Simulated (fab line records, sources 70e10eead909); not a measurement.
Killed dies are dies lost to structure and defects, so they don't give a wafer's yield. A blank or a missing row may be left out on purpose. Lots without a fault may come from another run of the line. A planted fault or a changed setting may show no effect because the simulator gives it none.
Which tool did it? | flow nand_harc | 12 lots, 36 wafers sampled, at 5 steps of a route of 1302

WHAT THE GAUGES READ, wafer by wafer
NHARC_END_SORT_01.
lot  | measured     | on        | killed_at_array | killed_at_other | killed_at_periphery | killed_dies | killed_open | killed_short
L540 | day 28 07:35 | prober-01 | 51 39 67        | 3 2 0           | 9 9 11              | 63 50 78    | 3 3 7       | 1 3 4

WHICH TOOL RAN EACH LOT (tool, then ch and the chambers of the sampled wafers, then the start)
lot  | NHARC_A_STAIRCASE_DESCUM_443       | NHARC_A_STAIRCASE_CMP_450     | NHARC_A_STAIRCASE_STRIP_475                   | NHARC_A_STAIRCASE_DEP_471
L531 | rie_diel-10 ch 0,3, day 19 02:40   | cmp-02 ch 0,1,2, day 19 07:55 | rie_diel-05 ch 1,2,3, day 19 09:04 or earlier | pecvd-04 ch 0,1,2, day 19 09:04
L532 | rie_diel-04 ch 1,2, day 19 14:02   | cmp-02 ch 0,1,3, day 19 19:25 | rie_diel-04 ch 0,3, day 19 20:50 or earlier   | pecvd-02 ch 0,1,2, day 19 20:50
L534 | rie_diel-05 ch 0,2,3, day 19 20:05 | cmp-03 ch 0,1,3, day 20 01:26 | rie_diel-10 ch 0,1,2, day 20 02:46 or earlier | pecvd-02 ch 0,1, day 20 02:46
L533 | rie_diel-04 ch 0,1,3, day 20 13:22 | cmp-04 ch 1,2,3, day 20 18:38 | rie_diel-10 ch 1,2,3, day 20 19:48 or earlier | pecvd-03 ch 0,1,2, day 20 19:48
L540 | rie_diel-10 ch 1,3, day 22 18:32   | cmp-03 ch 0,2,3, day 22 23:59 | rie_diel-05 ch 0,3, day 23 01:10 or earlier   | pecvd-03 ch 0,2, day 23 01:10
L542 | rie_diel-10 ch 0,2,3, day 23 10:24 | cmp-02 ch 0,1,2, day 23 15:43 | rie_diel-10 ch 0,1,3, day 23 16:56            | pecvd-03 ch 0,1,2, day 23 17:25
L541 | rie_diel-05 ch 1,2,3, day 23 10:27 | cmp-04 ch 1,2,3, day 23 16:01 | rie_diel-04 ch 0,3, day 23 17:36 or earlier   | pecvd-03 ch 0,1, day 23 17:36
L549 | rie_diel-05 ch 0,2, day 26 18:19   | cmp-04 ch 0,2,3, day 26 23:37 | rie_diel-10 ch 1,3, day 27 00:57 or earlier   | pecvd-04 ch 0,1, day 27 00:57
L550 | rie_diel-04 ch 0,1,2, day 27 07:10 | cmp-03 ch 0,1,3, day 27 12:28 | rie_diel-04 ch 1,3, day 27 13:44 or earlier   | pecvd-03 ch 1,2, day 27 13:44
L551 | rie_diel-10 ch 1,3, day 27 15:18   | cmp-04 ch 0,1, day 27 21:35   | rie_diel-05 ch 1,2, day 27 22:50 or earlier   | pecvd-03 ch 0,1,2, day 27 22:50
L552 | rie_diel-10 ch 0,2,3, day 27 23:43 | cmp-04 ch 0,1,2, day 28 05:04 | rie_diel-05 ch 0,1,3, day 28 06:17 or earlier | pecvd-03 ch 0,1,2, day 28 06:17
L553 | rie_diel-05 ch 0,1,2, day 28 07:11 | cmp-04 ch 0,1,3, day 28 12:29 | rie_diel-04 ch 0,1, day 28 13:40 or earlier   | pecvd-03 ch 1,2, day 28 13:40
- NHARC_A_STAIRCASE_DESCUM_443: chemistry O2, time 3 s.
- NHARC_A_STAIRCASE_CMP_450: polishes SiO2, target thk 200 nm.
- NHARC_A_STAIRCASE_STRIP_475: strips in O2, time 20 s.
- NHARC_A_STAIRCASE_DEP_471: deposits SiO2, target thk 100 nm.

WHAT THE TOOLS THEMSELVES READ (means of the sampled wafers that have a number; where no wafer has one, the mark that the record gives instead)
NHARC_A_STAIRCASE_DESCUM_443.
lot  | tool        | drypump_motor_current_A (A) | oes_product_au (a.u.) | rf_vpp_V (V) | showerhead_plenum_p_Torr (Torr) | throttle_valve_pct (%)
L531 | rie_diel-10 | 6.1                         | 0.984                 | 57.6         | 1.82                            | 11.321
L532 | rie_diel-04 | 6.1                         | 1.022                 | 59.3         | 1.85                            | 11.310
L534 | rie_diel-05 | 5.7                         | 1.004                 | 57.3         | 1.95                            | 11.306
L533 | rie_diel-04 | 6.2                         | 1.007                 | 57.2         | 1.90                            | 11.309
L540 | rie_diel-10 | 5.8                         | 0.990                 | 57.4         | 1.92                            | 11.312
L542 | rie_diel-10 | 5.9                         | 1.000                 | 57.2         | 1.81                            | 11.318
L541 | rie_diel-05 | 5.4                         | 0.996                 | 56.7         | 1.92                            | 11.308
L549 | rie_diel-05 | 5.7                         | 1.010                 | 56.9         | 1.90                            | 11.322
L550 | rie_diel-04 | 5.9                         | 1.003                 | 57.5         | 1.83                            | 11.313
L551 | rie_diel-10 | 5.5                         | 1.000                 | 58.4         | 1.93                            | 11.310
L552 | rie_diel-10 | 5.9                         | 0.996                 | 58.2         | 2.01                            | 11.308
L553 | rie_diel-05 | 5.5                         | 1.003                 | 57.2         | 1.87                            | 11.314

NHARC_A_STAIRCASE_CMP_450.
lot  | tool   | edge_zone_pressure_frac | motor_current_A (A) | retaining_ring_pressure_frac
L531 | cmp-02 | 1.000                   | 12.4                | 1.000
L532 | cmp-02 | 0.999                   | 12.2                | 1.005
L534 | cmp-03 | 0.999                   | 11.4                | 0.999
L533 | cmp-04 | 1.003                   | 11.9                | 1.000
L540 | cmp-03 | 0.998                   | 11.7                | 1.003
L542 | cmp-02 | 0.998                   | 12.5                | 1.003
L541 | cmp-04 | 1.001                   | 11.9                | 1.001
L549 | cmp-04 | 0.995                   | 10.9                | 0.999
L550 | cmp-03 | 0.997                   | 12.2                | 0.996
L551 | cmp-04 | 1.002                   | 12.3                | 1.002
L552 | cmp-04 | 1.001                   | 12.0                | 0.996
L553 | cmp-04 | 0.998                   | 11.2                | 1.003

NHARC_A_STAIRCASE_STRIP_475.
lot  | tool        | drypump_motor_current_A (A) | oes_product_au (a.u.) | rf_vpp_V (V) | showerhead_plenum_p_Torr (Torr) | throttle_valve_pct (%)
L531 | rie_diel-05 | 5.4                         | 1.003                 | 57.1         | 3.55                            | 17.040
L532 | rie_diel-04 | 6.2                         | 1.006                 | 57.9         | 3.51                            | 17.025
L534 | rie_diel-10 | 5.7                         | 0.996                 | 57.5         | 3.41                            | 17.034
L533 | rie_diel-10 | 5.6                         | 0.998                 | 57.1         | 3.47                            | 17.040
L540 | rie_diel-05 | 5.8                         | 0.987                 | 57.9         | 3.63                            | 17.039
L542 | rie_diel-10 | 5.8                         | 0.980                 | 56.9         | 3.46                            | 17.049
L541 | rie_diel-04 | 5.8                         | 0.998                 | 57.1         | 3.40                            | 17.038
L549 | rie_diel-10 | 5.8                         | 0.991                 | 57.5         | 3.52                            | 17.046
L550 | rie_diel-04 | 6.6                         | 1.016                 | 58.0         | 3.58                            | 17.036
L551 | rie_diel-05 | 5.4                         | 1.012                 | 58.4         | 3.41                            | 17.028
L552 | rie_diel-05 | 5.5                         | 0.991                 | 57.7         | 3.56                            | 17.025
L553 | rie_diel-04 | 6.2                         | 1.002                 | 57.0         | 3.47                            | 17.035

NHARC_A_STAIRCASE_DEP_471.
lot  | tool     | heater_power_w (W) | rf_fwd_power_W (W) | throttle_valve_pct (%)
L531 | pecvd-04 | 571                | 898.3              | 16.1
L532 | pecvd-02 | 530                | 893.2              | 16.5
L534 | pecvd-02 | 520                | 895.6              | 16.2
L533 | pecvd-03 | 527                | 896.0              | 15.8
L540 | pecvd-03 | 619                | 750.4              | 15.2
L542 | pecvd-03 | 568                | 754.0              | 15.9
L541 | pecvd-03 | 604                | 749.5              | 16.2
L549 | pecvd-04 | 585                | 895.3              | 16.0
L550 | pecvd-03 | 544                | 896.9              | 15.8
L551 | pecvd-03 | 611                | 900.2              | 16.0
L552 | pecvd-03 | 572                | 895.5              | 16.1
L553 | pecvd-03 | 580                | 897.1              | 16.0

THE ANSWER, worked out from the rows above alone
Rule: what is usual is taken from the lots themselves. Put in order of their means at a reading, lots are off if they are a third of the lots or fewer, leave a main group of 4 or more, and stand apart from it by a gap of 3 or more times the standard deviation of the main group's means; of several such gaps the widest counts. A main group whose means are all the same, to the digits that the tables above print for the reading, isn't used. A lot without any number at a reading at which 4 lots or more have one is off too. The other lots that the step has rows for count as sound. The gauges are gone through in route order, then the tools' own readings, and for those a lot's mean is taken as printed above. The first step at which some lot is off is used, and at that step the reading that is off furthest; a lot without a number counts as furthest.
Off: L540, L542, L541, at NHARC_A_STAIRCASE_DEP_471 (rf_fwd_power_W). The main group: mean 896.5 W, standard deviation 1.9.
A tool fits if, at that step or a process step before it, it ran every lot that is off, and no sound lot after the first of them. NHARC_A_STAIRCASE_STRIP_475 gives no start for some lots, so the hours and the order of its lots are those of NHARC_A_STAIRCASE_DEP_471. None of those tried fits.

WHAT THE SIMULATOR HAD PUT IN
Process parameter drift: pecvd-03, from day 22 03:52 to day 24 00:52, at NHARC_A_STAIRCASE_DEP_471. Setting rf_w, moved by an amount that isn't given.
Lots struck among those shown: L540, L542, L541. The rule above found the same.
